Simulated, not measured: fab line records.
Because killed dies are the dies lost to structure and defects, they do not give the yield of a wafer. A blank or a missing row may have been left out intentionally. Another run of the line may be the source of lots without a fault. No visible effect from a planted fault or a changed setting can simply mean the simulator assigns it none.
Chamber matching | flow nandHarc | NHARC_P_GATE_STRIP_101 on rieDiel-10: 4 sister chambers
The step strips in O2, time 20 s. 4 wafers are shown with their chamber, then 7 later ones without.

== EACH WAFER AND ITS CHAMBER ==
wafer  | chamber | drypumpMotorCurrentA (A)
L077.4 | 2       | 6.1
L082.1 | 3       | 5.4
L083.1 | 1       | 5.7
L083.2 | 0       | 6.0

== WAFERS WITH NO CHAMBER GIVEN ==
wafer  | drypumpMotorCurrentA (A)
L083.6 | 6.1
L085.1 | 5.4
L085.2 | 6.1
L085.4 | 5.9
L088.3 | 5.4
L088.5 | 5.4
L088.6 | 6.1

== WHICH CHAMBER EACH WENT THROUGH ==
wafer  | from the rows above | in truth
L083.6 | 2                   | 2
L085.1 | 3                   | 3
L085.2 | 2                   | 2
L085.4 | 0                   | 0
L088.3 | 3                   | 3
L088.5 | 3                   | 3
L088.6 | 2                   | 2
Correct placement for 7 of the 7. Number that these rows cannot place: 0. Placed wrongly: 0.
How it was worked out, from the rows above alone: a wafer's distance from a chamber is the root of the sum, over the readings, of the square of ((its reading less the chamber's mean) divided by the reading's scatter). If the next closest chamber is less than 2 further off than the closest, the wafer can't be placed; otherwise it belongs to the closest. Each chamber's mean is taken over the wafers shown for it. The scatter: with one shown wafer a chamber, the root of the mean of the squares of how far each hidden wafer lies from its nearest shown one.
